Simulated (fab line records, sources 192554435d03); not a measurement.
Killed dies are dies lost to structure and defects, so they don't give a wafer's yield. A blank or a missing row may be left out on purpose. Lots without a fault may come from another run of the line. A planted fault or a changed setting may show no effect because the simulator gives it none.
fab line records | flow n5_finfet
record lots=24 wafers=72 last_day=19
route steps=1938 shown BEOL_M1@824 BEOL_M2@842
lots that met no fault: from a run of the same line without faults
start_h: hours from the record's first day to the start of the lot's first wafer shown | wait_h: hours since the lot's step before | " the same as in the row above | L1.1+2: a row that stands for several wafers | - no value, or no start given | * or withheld: withheld | < > ~ a bound
route shown NAME@n: a module of which the file shows steps, and the number in the route of the first | usual: mean/standard deviation of fault-free wafers | same: alike in all rows | chamber/n: place in a boat | sites: the reading at each site | _std_site: their standard deviation | _edge_site: outer sites' mean less inner sites' | radius_mm: how far each site lies from the wafer's centre | mask NAME#n: copy n | behind: the tool/chamber that last shaped the wafer | hold: why the lot was held/for how many hours/how that ended | device: the transistor (n, p or np) that didn't switch | end of line: the same wafers' tests at the end of the route | a step without rows: its recipe alone | killed: dies lost to structure and defects at the first sort, not the wafer's yield | map: a wafer's dies, x killed, . not, _ none there
set.NAME: the setting as run; set.NAME@STEP: as run at that earlier step | model.NAME: the simulator's own value behind a step, which no gauge read
steps of the route over a sample of lots; a table a step, a row a wafer
services: from which hour (start_h, from the record's first day; less than 0 if before it) a tool's chamber was out of use, for how many hours, and why
## steps
# step N5_BEOL_M1_SPUTTER_90
# recipe material=Cu target_thk_a=45 temp_c=-20 chamber_pressure_pa=0.07 power_w=withheld time_s=8.29
# usual throttle_valve_pct=30.5/0.94
# columns lot.wafer tool chamber start_h wait_h throttle_valve_pct
L074.2 pvd_sputter-01 - 132.65 0.1 30.1
L074.3 " - " " 30.3
L074.5 " - " " 30.2
L075.2 pvd_sputter-03 - 146.70 0.1 29.7
L075.4 " - " " 29.3
L075.6 " - " " 32.0
L076.1 pvd_sputter-03 - 154.71 0.1 32.5
L076.2 " - " " 31.7
L076.5 " - " " 29.5
L077.2 pvd_sputter-01 - 154.89 0.1 30.4
L077.4 " - " " 30.7
L077.6 " - " " 30.2
L078.2 pvd_sputter-03 - 157.61 0.1 32.4
L078.3 " - " " 31.4
L078.5 " - " " 32.0
L079.1 pvd_sputter-01 - 157.97 0.1 30.1
L079.2 " - " " 30.9
L079.4 " - " " 30.6
L080.3 pvd_sputter-01 - 167.76 0.1 30.6
L080.5 " - " " 30.3
L080.6 " - " " 30.3
L081.2 pvd_sputter-03 - 172.10 0.1 31.7
L081.3 " - " " 29.4
L081.5 " - " " 29.1
L082.1 pvd_sputter-02 - 175.37 0.1 30.0
L082.3 " - " " 29.0
L082.4 " - " " 29.6
L083.1 pvd_sputter-01 - 187.75 0.1 30.0
L083.3 " - " " 30.9
L083.5 " - " " 30.5
L084.2 pvd_sputter-03 - 190.21 0.1 32.5
L084.4 " - " " 29.2
L084.6 " - " " 29.8
L086.1 pvd_sputter-01 - 204.11 0.1 30.4
L086.3 " - " " 31.1
L086.4 " - " " 30.2
L087.1 pvd_sputter-03 - 205.97 0.1 31.5
L087.2 " - " " 29.8
L087.5 " - " " 32.5
L085.1 pvd_sputter-03 - 211.53 0.1 32.0
L085.4 " - " " 32.4
L085.5 " - " " 29.4
L088.2 pvd_sputter-03 - 215.05 0.1 29.1
L088.3 " - " " 32.2
L088.5 " - " " 31.6
L089.2 pvd_sputter-02 - 228.00 0.1 29.6
L089.3 " - " " 29.6
L089.4 " - " " 29.0
L090.1 pvd_sputter-01 - 229.71 0.1 30.7
L090.3 " - " " 30.3
L090.6 " - " " 30.1
L091.2 pvd_sputter-01 - 247.64 0.1 30.5
L091.5 " - " " 30.5
L091.6 " - " " 30.3
L092.1 pvd_sputter-01 - 249.48 0.1 31.0
L092.5 " - " " 30.8
L092.6 " - " " 30.3
L093.2 pvd_sputter-02 - 252.27 0.1 29.8
L093.4 " - " " 28.9
L093.6 " - " " 28.8
L095.2 pvd_sputter-03 - 260.94 0.1 31.8
L095.5 " - " " 29.5
L095.6 " - " " 31.8
L094.2 pvd_sputter-01 - 264.61 0.1 30.5
L094.5 " - " " 30.4
L094.6 " - " " 30.2
L096.1 pvd_sputter-02 - 271.43 0.1 28.9
L096.3 " - " " 30.2
L096.4 " - " " 29.7
L097.2 pvd_sputter-01 - 273.03 0.1 30.4
L097.3 " - " " 30.7
L097.5 " - " " 30.7
# step N5_BEOL_M1_ANNEAL_93
# recipe temp_c=400 time_s=240 ambient=vacuum
# usual heater_power_w=812/45 susceptor_temp_C_max=401.0/0.44
# columns lot.wafer tool chamber start_h wait_h heater_power_w susceptor_temp_C_max
L074.2 pvd_sputter-01 - 132.95 0.0 702 400.5
L074.3 " - " " 857 401.2
L074.5 " - " " 708 401.0
L075.2 pvd_sputter-03 - 147.00 0.0 843 402.1
L075.4 " - " " 824 401.2
L075.6 " - " " 853 400.8
L076.1 pvd_sputter-03 - 155.01 0.0 814 401.1
L076.2 " - " " 865 401.1
L076.5 " - " " 806 400.3
L077.2 pvd_sputter-01 - 155.22 0.0 798 400.9
L077.4 " - " " 834 401.5
L077.6 " - " " 712 400.6
L078.2 pvd_sputter-03 - 157.91 0.0 813 400.6
L078.3 " - " " 862 400.8
L078.5 " - " " 838 401.1
L079.1 pvd_sputter-01 - 158.27 0.0 860 401.7
L079.2 " - " " 829 400.4
L079.4 " - " " 786 400.8
L080.3 pvd_sputter-01 - 168.06 0.0 784 400.6
L080.5 " - " " 860 400.6
L080.6 " - " " 782 400.7
L081.2 pvd_sputter-03 - 172.40 0.0 849 401.0
L081.3 " - " " 782 400.3
L081.5 " - " " 799 400.3
L082.1 pvd_sputter-02 - 175.67 0.0 882 401.4
L082.3 " - " " 778 400.9
L082.4 " - " " 788 401.7
L083.1 pvd_sputter-01 - 188.05 0.0 718 401.2
L083.3 " - " " 830 400.7
L083.5 " - " " 811 400.7
L084.2 pvd_sputter-03 - 190.51 0.0 832 401.5
L084.4 " - " " 813 400.5
L084.6 " - " " 824 401.3
L086.1 pvd_sputter-01 - 204.41 0.0 853 401.1
L086.3 " - " " 830 400.7
L086.4 " - " " 701 401.0
L087.1 pvd_sputter-03 - 206.27 0.0 842 400.8
L087.2 " - " " 815 401.9
L087.5 " - " " 820 401.4
L085.1 pvd_sputter-03 - 211.83 0.0 843 401.1
L085.4 " - " " 827 400.6
L085.5 " - " " 808 400.9
L088.2 pvd_sputter-03 - 215.35 0.0 825 400.5
L088.3 " - " " 791 401.3
L088.5 " - " " 815 400.5
L089.2 pvd_sputter-02 - 228.30 0.0 879 400.9
L089.3 " - " " 785 402.3
L089.4 " - " " 777 400.4
L090.1 pvd_sputter-01 - 230.01 0.0 795 400.5
L090.3 " - " " 712 400.9
L090.6 " - " " 839 401.3
L091.2 pvd_sputter-01 - 247.94 0.0 782 400.5
L091.5 " - " " 796 400.4
L091.6 " - " " 847 401.3
L092.1 pvd_sputter-01 - 249.78 0.0 819 400.6
L092.5 " - " " 841 400.4
L092.6 " - " " 704 400.9
L093.2 pvd_sputter-02 - 252.57 0.0 893 401.4
L093.4 " - " " 802 401.3
L093.6 " - " " 808 400.9
L095.2 pvd_sputter-03 - 261.24 0.0 851 400.7
L095.5 " - " " 815 401.6
L095.6 " - " " 836 400.8
L094.2 pvd_sputter-01 - 264.91 0.0 837 401.4
L094.5 " - " " 778 400.7
L094.6 " - " " 718 400.6
L096.1 pvd_sputter-02 - 271.73 0.0 791 401.6
L096.3 " - " " 837 401.3
L096.4 " - " " 818 401.2
L097.2 pvd_sputter-01 - 273.33 0.0 776 400.6
L097.3 " - " " 838 400.5
L097.5 " - " " 838 400.4
# step N5_BEOL_M2_THK_MEAS_01
# recipe reads=SiOC_of_BEOL_M2_ILD_DEP_00
# usual M2_ILD_THK=78.7/0.99
# columns lot.wafer tool chamber start_h wait_h M2_ILD_THK[nm]
L074.2 film_metro-02 - 134.49 0.1 77.4
L074.3 " - " " 78.6
L074.5 " - " " 78.9
L075.2 film_metro-01 - 148.54 0.1 79.9
L075.4 " - " " 78.4
L075.6 " - " " 79.0
L076.1 film_metro-01 - 156.58 0.0 77.6
L076.2 " - " " 77.6
L076.5 " - " " 79.0
L077.2 film_metro-01 - 156.80 0.1 77.2
L077.4 " - " " 77.5
L077.6 " - " " 78.4
L078.2 film_metro-01 - 159.45 0.1 78.6
L078.3 " - " " 77.1
L078.5 " - " " 79.9
L079.1 film_metro-02 - 159.81 0.0 79.5
L079.2 " - " " 78.8
L079.4 " - " " 79.3
L080.3 film_metro-01 - 169.59 0.1 76.7
L080.5 " - " " 78.0
L080.6 " - " " 78.5
L081.2 film_metro-02 - 173.98 0.1 77.3
L081.3 " - " " 78.8
L081.5 " - " " 78.8
L082.1 film_metro-02 - 177.21 0.0 77.6
L082.3 " - " " 77.3
L082.4 " - " " 78.6
L083.1 film_metro-01 - 189.63 0.1 78.6
L083.3 " - " " 78.9
L083.5 " - " " 79.7
L084.2 film_metro-02 - 192.05 0.1 79.2
L084.4 " - " " 80.5
L084.6 " - " " 80.2
L086.1 film_metro-01 - 205.94 0.0 78.8
L086.3 " - " " 77.0
L086.4 " - " " 78.7
L087.1 film_metro-02 - 208.21 0.0 77.7
L087.2 " - " " 78.0
L087.5 " - " " 80.1
L085.1 film_metro-02 - 213.37 0.0 77.6
L085.4 " - " " 78.1
L085.5 " - " " 79.2
L088.2 film_metro-01 - 216.92 0.1 79.1
L088.3 " - " " 79.3
L088.5 " - " " 80.4
L089.2 film_metro-02 - 230.02 0.1 78.9
L089.3 " - " " 77.9
L089.4 " - " " 79.1
L090.1 film_metro-01 - 232.27 0.0 79.5
L090.3 " - " " 79.2
L090.6 " - " " 79.8
L091.2 film_metro-02 - 249.51 0.1 79.2
L091.5 " - " " 78.8
L091.6 " - " " 80.1
L092.1 film_metro-01 - 251.34 0.0 77.0
L092.5 " - " " 79.8
L092.6 " - " " 78.1
L093.2 film_metro-02 - 254.16 0.1 78.3
L093.4 " - " " 79.1
L093.6 " - " " 80.1
L095.2 film_metro-01 - 262.78 0.1 78.8
L095.5 " - " " 79.9
L095.6 " - " " 79.5
L094.2 film_metro-02 - 266.45 0.1 77.2
L094.5 " - " " 80.0
L094.6 " - " " 79.0
L096.1 film_metro-01 - 273.26 0.0 78.9
L096.3 " - " " 78.2
L096.4 " - " " 79.8
L097.2 film_metro-01 - 274.86 0.1 78.0
L097.3 " - " " 76.6
L097.5 " - " " 78.4
# step N5_BEOL_M2_OVL_MEAS_12
# recipe points_per_wafer=522
# usual M2_OVL=0.1/0.67
# columns lot.wafer tool chamber start_h wait_h M2_OVL[nm]
L074.2 overlay-02 0 136.89 0.0 0.2
L074.3 " 0 " " 0.6
L074.5 " 0 " " 0.8
L075.2 overlay-01 0 149.69 0.0 -0.4
L075.4 " 0 " " -1.0
L075.6 " 0 " " -0.1
L076.1 overlay-01 0 157.45 0.0 1.6
L076.2 " 0 " " 1.0
L076.5 " 0 " " 1.5
L077.2 overlay-02 0 159.12 0.0 0.2
L077.4 " 0 " " -0.4
L077.6 " 0 " " 0.0
L078.2 overlay-01 0 160.80 0.0 0.5
L078.3 " 0 " " 0.5
L078.5 " 0 " " -0.2
L079.1 overlay-02 0 161.09 0.0 -1.7
L079.2 " 0 " " 0.0
L079.4 " 0 " " -1.2
L080.3 overlay-02 0 170.82 0.0 1.1
L080.5 " 0 " " 0.6
L080.6 " 0 " " 0.6
L081.2 overlay-02 0 175.29 0.0 0.0
L081.3 " 0 " " 0.3
L081.5 " 0 " " -0.6
L082.1 overlay-02 0 178.95 0.0 0.7
L082.3 " 0 " " 0.2
L082.4 " 0 " " 0.4
L083.1 overlay-02 0 192.08 0.0 -0.1
L083.3 " 0 " " 0.2
L083.5 " 0 " " 0.6
L084.2 overlay-02 0 193.05 0.1 -0.2
L084.4 " 0 " " 0.7
L084.6 " 0 " " 0.2
L086.1 overlay-02 0 208.86 0.0 -0.4
L086.3 " 0 " " -0.5
L086.4 " 0 " " -0.5
L087.1 overlay-02 0 209.35 0.0 -0.4
L087.2 " 0 " " 0.5
L087.5 " 0 " " 0.5
L085.1 overlay-02 0 214.20 0.0 -0.3
L085.4 " 0 " " 1.1
L085.5 " 0 " " 0.3
L088.2 overlay-02 0 218.51 0.0 -0.6
L088.3 " 0 " " -0.2
L088.5 " 0 " " 0.3
L089.2 overlay-01 0 230.97 0.0 -0.6
L089.3 " 0 " " 0.1
L089.4 " 0 " " -0.7
L090.1 overlay-01 0 234.03 0.0 0.2
L090.3 " 0 " " 0.4
L090.6 " 0 " " 0.1
L091.2 overlay-02 0 250.61 0.0 -1.3
L091.5 " 0 " " 0.3
L091.6 " 0 " " -0.5
L092.1 overlay-02 0 253.44 0.0 -0.6
L092.5 " 0 " " 0.1
L092.6 " 0 " " 0.2
L093.2 overlay-01 0 256.84 0.0 -1.1
L093.4 " 0 " " -0.1
L093.6 " 0 " " -0.5
L095.2 overlay-01 0 263.63 0.0 0.9
L095.5 " 0 " " 1.1
L095.6 " 0 " " 0.5
L094.2 overlay-02 0 269.40 0.0 0.0
L094.5 " 0 " " 0.0
L094.6 " 0 " " 0.0
L096.1 overlay-02 0 274.78 0.0 0.6
L096.3 " 0 " " 0.4
L096.4 " 0 " " 0.9
L097.2 overlay-02 0 275.60 0.0 -0.2
L097.3 " 0 " " 0.5
L097.5 " 0 " " 1.3
# step N5_BEOL_M2_ETCH_64
# recipe chemistry=N2/H2 target=SOC target_depth_a=750 overetch_a=225 mask_material=SiARC temp_c=40 time_s=121.9 ion_energy_ev=200 pressure_mtorr=30 source_w=840 bias_w=150 n2_flow_sccm=200 h2_flow_sccm=200
# usual drypump_motor_current_A=5.9/0.51 oes_product_au=0.61/0.06 rf_vpp_V=525.5/2.6 showerhead_plenum_p_Torr=2.60/0.086 throttle_valve_pct=17.81/0.21
# columns lot.wafer tool chamber start_h wait_h drypump_motor_current_A oes_product_au rf_hours_counter_h rf_vpp_V showerhead_plenum_p_Torr throttle_valve_pct
L074.2 rie_diel-03 1 137.06 0.0 6.7 0.58 158 527.9 2.65 17.45
L074.3 " 3 " " 6.1 0.59 138 522.9 2.54 17.79
L074.5 " 1 " " 6.7 0.58 - 525.9 2.65 17.44
L075.2 rie_diel-02 3 149.96 0.0 5.8 0.64 84 527.9 2.68 17.96
L075.4 " 1 " " 5.0 0.69 26 523.4 2.50 17.76
L075.6 " 1 " " 5.0 0.69 - 522.8 2.50 17.78
L076.1 rie_diel-02 3 157.62 0.0 5.8 0.64 87 528.8 2.68 17.99
L076.2 " 1 " " 5.0 0.68 29 522.2 2.50 17.78
L076.5 " 2 " " 6.1 0.53 - 520.7 2.40 18.12
L077.2 rie_diel-03 2 159.28 0.0 5.8 0.68 23 529.4 2.71 18.01
L077.4 " 1 " " 6.7 0.57 - 527.5 2.64 17.48
L077.6 " 3 " " 6.1 0.58 - 524.3 2.54 17.83
L078.2 rie_diel-05 0 160.99 0.0 5.7 0.57 122 527.2 2.67 18.04
L078.3 " 3 " " 6.4 0.55 181 525.7 2.63 17.87
L078.5 " 3 " " 6.4 0.56 - 526.0 2.63 17.88
L079.1 rie_diel-02 1 161.27 0.0 5.0 0.67 30 522.7 2.50 17.78
L079.2 " 0 " " 6.2 0.55 176 527.8 2.63 17.80
L079.4 " 2 " " 6.1 0.53 243 520.6 2.40 18.13
L080.3 rie_diel-02 2 170.98 0.0 6.0 0.53 246 519.1 2.40 18.13
L080.5 " 0 " " 6.2 0.55 - 526.0 2.63 17.81
L080.6 " 3 " " 5.8 0.63 - 527.5 2.68 17.97
L081.2 rie_diel-05 1 175.46 0.0 4.9 0.66 46 521.0 2.47 17.44
L081.3 " 2 " " 5.9 0.53 225 528.0 2.62 17.59
L081.5 " 2 " " 5.9 0.53 - 526.0 2.62 17.61
L082.1 rie_diel-03 0 179.13 0.0 6.4 0.72 3 527.3 2.60 17.48
L082.3 " 1 " " 6.7 0.57 177 526.7 2.64 17.48
L082.4 " 2 " " 5.8 0.68 30 528.1 2.71 18.03
L083.1 rie_diel-03 1 192.28 0.0 6.7 0.56 182 525.6 2.64 17.51
L083.3 " 2 " " 5.8 0.66 35 527.3 2.71 18.01
L083.5 " 0 " " 6.4 0.71 - 524.9 2.60 17.49
L084.2 rie_diel-05 1 193.47 0.0 4.9 0.66 53 522.4 2.47 17.46
L084.4 " 2 " " 5.9 0.53 231 525.7 2.61 17.61
L084.6 " 0 " " 5.7 0.57 - 527.2 2.67 18.05
L086.1 rie_diel-03 1 209.61 0.0 6.7 0.55 188 526.3 2.64 17.50
L086.3 " 0 " " 6.4 0.69 14 525.8 2.60 17.50
L086.4 " 2 " " 5.8 0.65 41 528.1 2.71 18.04
L087.1 rie_diel-02 3 209.86 0.0 5.8 0.62 103 526.7 2.67 18.00
L087.2 " 1 " " 5.0 0.65 47 523.4 2.49 17.81
L087.5 " 3 " " 5.8 0.62 - 528.1 2.67 18.02
L085.1 rie_diel-02 0 214.37 0.0 6.2 0.55 194 525.0 2.63 17.82
L085.4 " 1 " " 5.0 0.66 49 522.3 2.49 17.81
L085.5 " 2 " " 6.0 0.73 - 528.1 2.71 17.68
L088.2 rie_diel-05 2 218.71 0.0 5.9 0.53 242 524.9 2.61 17.64
L088.3 " 3 " " 6.4 0.54 202 525.6 2.62 17.93
L088.5 " 1 " " 4.9 0.64 - 522.3 2.47 17.47
L089.2 rie_diel-05 2 231.13 0.0 5.9 0.52 248 526.9 2.61 17.65
L089.3 " 0 " " 5.7 0.55 147 526.5 2.66 18.06
L089.4 " 1 " " 4.9 0.64 69 519.7 2.46 17.49
L090.1 rie_diel-02 0 234.27 0.0 6.2 0.54 200 527.1 2.62 17.83
L090.3 " 1 " " 5.0 0.65 55 522.3 2.49 17.82
L090.6 " 0 " " 6.2 0.54 - 526.4 2.62 17.83
L091.2 rie_diel-02 2 250.77 0.0 6.1 0.69 14 528.0 2.71 17.71
L091.5 " 1 " " 5.0 0.64 - 521.2 2.49 17.86
L091.6 " 2 " " 6.1 0.69 - 528.7 2.71 17.70
L092.1 rie_diel-02 2 253.94 0.0 6.0 0.69 16 529.7 2.71 17.71
L092.5 " 3 " " 5.8 0.61 - 526.6 2.66 18.02
L092.6 " 2 " " 6.0 0.69 - 528.9 2.71 17.69
L093.2 rie_diel-05 1 257.00 0.0 4.9 0.64 79 520.9 2.46 17.50
L093.4 " 3 " " 6.4 0.54 - 526.6 2.61 17.95
L093.6 " 1 " " 4.9 0.63 - 521.1 2.46 17.50
L095.2 rie_diel-02 0 263.80 0.0 6.1 0.54 211 525.1 2.62 17.85
L095.5 " 2 " " 6.1 0.69 - 528.6 2.71 17.70
L095.6 " 3 " " 5.8 0.60 - 526.8 2.66 18.05
L094.2 rie_diel-02 0 269.57 0.0 6.2 0.54 212 526.3 2.62 17.85
L094.5 " 1 " " 5.0 0.64 - 521.9 2.48 17.86
L094.6 " 0 " " 6.2 0.54 - 528.5 2.62 17.87
L096.1 rie_diel-05 3 274.95 0.0 6.4 0.53 224 524.4 2.61 17.95
L096.3 " 1 " " 4.9 0.63 82 521.5 2.46 17.51
L096.4 " 0 " " 5.6 0.55 162 526.9 2.66 18.10
L097.2 rie_diel-02 0 276.14 0.0 6.2 0.54 215 526.0 2.62 17.87
L097.3 " 3 " " 5.8 0.60 125 527.9 2.66 18.04
L097.5 " 1 " " 5.0 0.63 - 521.5 2.48 17.87
# step N5_BEOL_M2_STRIP_66
# recipe chemistry=CF4 resist=SiARC power_w=300 bias_power_w=75 pressure_mtorr=50 cf4_flow_sccm=150 rf_frequency_hz=6e+07
# usual drypump_motor_current_A=5.9/0.51 oes_product_au=0.79/0.079 rf_vpp_V=271.9/1.4 showerhead_plenum_p_Torr=1.83/0.058 throttle_valve_pct=13.58/0.2
# columns lot.wafer tool chamber start_h wait_h drypump_motor_current_A oes_product_au rf_hours_counter_h rf_vpp_V showerhead_plenum_p_Torr throttle_valve_pct
L074.2 rie_diel-03 1 137.19 0.0 6.7 0.75 158 271.6 1.86 13.31
L074.3 " 3 " " 6.1 0.76 138 270.9 1.80 13.61
L074.5 " 1 " " 6.7 0.75 - 272.7 1.86 13.30
L075.2 rie_diel-02 3 150.10 0.0 5.8 0.83 84 274.4 1.89 13.64
L075.4 " 1 " " 5.0 0.89 26 269.9 1.76 13.37
L075.6 " 1 " " 5.0 0.89 - 271.1 1.76 13.38
L076.1 rie_diel-02 3 157.75 0.0 5.8 0.82 87 275.5 1.89 13.66
L076.2 " 1 " " 5.0 0.88 29 270.5 1.76 13.37
L076.5 " 2 " " 6.0 0.69 - 268.8 1.70 13.94
L077.2 rie_diel-03 2 159.42 0.0 5.8 0.88 23 271.6 1.90 13.56
L077.4 " 1 " " 6.7 0.74 - 272.7 1.85 13.32
L077.6 " 3 " " 6.1 0.76 - 270.6 1.80 13.65
L078.2 rie_diel-05 0 161.12 0.0 5.7 0.75 122 274.0 1.88 13.68
L078.3 " 3 " " 6.3 0.72 181 271.9 1.86 13.80
L078.5 " 3 " " 6.4 0.72 - 272.0 1.86 13.80
L079.1 rie_diel-02 1 161.40 0.0 5.0 0.88 30 269.8 1.76 13.37
L079.2 " 0 " " 6.2 0.73 176 272.0 1.86 13.63
L079.4 " 2 " " 6.1 0.69 243 268.9 1.70 13.97
L080.3 rie_diel-02 2 171.12 0.0 6.0 0.69 246 268.5 1.69 13.98
L080.5 " 0 " " 6.2 0.73 - 271.3 1.86 13.65
L080.6 " 3 " " 5.8 0.82 - 272.1 1.88 13.68
L081.2 rie_diel-05 1 175.59 0.0 4.9 0.87 46 271.2 1.75 13.29
L081.3 " 2 " " 5.9 0.70 225 271.3 1.85 13.55
L081.5 " 2 " " 6.0 0.70 - 271.1 1.85 13.54
L082.1 rie_diel-03 0 179.26 0.0 6.4 0.94 3 272.1 1.84 13.22
L082.3 " 1 " " 6.7 0.73 177 271.7 1.85 13.34
L082.4 " 2 " " 5.8 0.87 30 272.6 1.90 13.55
L083.1 rie_diel-03 1 192.41 0.0 6.7 0.73 182 272.6 1.85 13.36
L083.3 " 2 " " 5.8 0.87 35 271.8 1.90 13.60
L083.5 " 0 " " 6.4 0.93 - 271.5 1.84 13.23
L084.2 rie_diel-05 1 193.60 0.0 4.9 0.86 53 270.7 1.74 13.29
L084.4 " 2 " " 5.9 0.69 232 272.1 1.85 13.56
L084.6 " 0 " " 5.7 0.74 - 271.6 1.87 13.70
L086.1 rie_diel-03 1 209.74 0.0 6.7 0.73 188 272.9 1.85 13.36
L086.3 " 0 " " 6.4 0.90 14 273.1 1.84 13.25
L086.4 " 2 " " 5.8 0.85 41 273.6 1.90 13.59
L087.1 rie_diel-02 3 210.00 0.0 5.8 0.80 103 272.3 1.88 13.69
L087.2 " 1 " " 5.0 0.85 47 270.7 1.75 13.41
L087.5 " 3 " " 5.8 0.81 - 271.7 1.88 13.69
L085.1 rie_diel-02 0 214.50 0.0 6.1 0.72 194 271.9 1.86 13.68
L085.4 " 1 " " 5.0 0.86 49 270.7 1.75 13.43
L085.5 " 2 " " 6.0 0.95 - 271.4 1.90 13.40
L088.2 rie_diel-05 3 218.84 0.0 6.4 0.71 202 272.7 1.85 13.84
L088.3 " 1 " " 4.9 0.84 63 268.9 1.74 13.32
L088.5 " 1 " " 4.9 0.85 - 270.5 1.74 13.31
L089.2 rie_diel-05 2 231.26 0.0 5.9 0.68 248 272.2 1.84 13.59
L089.3 " 0 " " 5.7 0.72 147 273.4 1.87 13.74
L089.4 " 1 " " 4.9 0.84 69 268.9 1.74 13.33
L090.1 rie_diel-02 0 234.40 0.0 6.1 0.71 200 272.4 1.86 13.69
L090.3 " 1 " " 5.0 0.85 55 271.3 1.75 13.43
L090.6 " 0 " " 6.2 0.71 - 271.5 1.86 13.69
L091.2 rie_diel-02 2 250.91 0.0 6.0 0.91 15 273.9 1.90 13.44
L091.5 " 1 " " 5.0 0.83 - 269.1 1.75 13.47
L091.6 " 2 " " 6.0 0.90 - 274.8 1.90 13.44
L092.1 rie_diel-02 2 254.08 0.0 6.1 0.90 16 272.6 1.90 13.45
L092.5 " 3 " " 5.8 0.79 - 272.0 1.88 13.73
L092.6 " 2 " " 6.0 0.90 - 272.4 1.90 13.42
L093.2 rie_diel-05 1 257.13 0.0 4.9 0.83 79 269.5 1.74 13.35
L093.4 " 3 " " 6.4 0.70 - 274.1 1.85 13.90
L093.6 " 1 " " 4.9 0.82 - 269.9 1.74 13.34
L095.2 rie_diel-02 0 263.93 0.0 6.1 0.70 211 272.5 1.85 13.72
L095.5 " 2 " " 6.0 0.89 - 273.0 1.90 13.45
L095.6 " 3 " " 5.8 0.79 - 272.8 1.88 13.74
L094.2 rie_diel-02 0 269.70 0.0 6.2 0.70 212 271.4 1.85 13.72
L094.5 " 1 " " 5.0 0.83 - 269.2 1.75 13.45
L094.6 " 0 " " 6.2 0.70 - 273.3 1.85 13.70
L096.1 rie_diel-05 3 275.08 0.0 6.4 0.69 224 272.4 1.84 13.91
L096.3 " 1 " " 4.9 0.82 82 269.3 1.74 13.37
L096.4 " 0 " " 5.7 0.72 163 273.9 1.86 13.78
L097.2 rie_diel-02 0 276.28 0.0 6.2 0.70 215 273.5 1.85 13.73
L097.3 " 3 " " 5.8 0.79 125 273.2 1.87 13.75
L097.5 " 1 " " 5.0 0.82 - 270.3 1.75 13.48
## services
# columns tool chamber start_h hours kind
rie_diel-02 3 127.94 2.0 repair
rie_diel-03 0 136.43 - clean
rie_diel-03 0 136.43 - consumable_replace:focus_ring
rie_diel-03 0 136.43 34.1 scheduled_down
rie_diel-03 0 136.43 34.1 vent_cycle
pvd_sputter-01 - 139.40 1.8 repair
pvd_sputter-02 - 186.11 7.3 repair
rie_diel-02 2 187.65 - clean
rie_diel-02 2 187.65 - consumable_replace:focus_ring
rie_diel-02 2 187.65 - consumable_replace:showerhead
rie_diel-02 2 187.65 18.9 scheduled_down
rie_diel-02 2 187.65 18.9 vent_cycle
rie_diel-05 3 191.40 1.4 repair
rie_diel-03 1 222.81 2.7 repair
rie_diel-02 0 236.29 1.6 repair
rie_diel-05 2 248.47 1.5 repair
rie_diel-05 2 250.18 - clean
rie_diel-05 2 250.18 - consumable_replace:focus_ring
rie_diel-05 2 250.18 13.4 scheduled_down
rie_diel-05 2 250.18 13.4 vent_cycle
rie_diel-03 0 253.76 5.9 repair
rie_diel-05 1 276.26 3.2 repair
## key
fault none
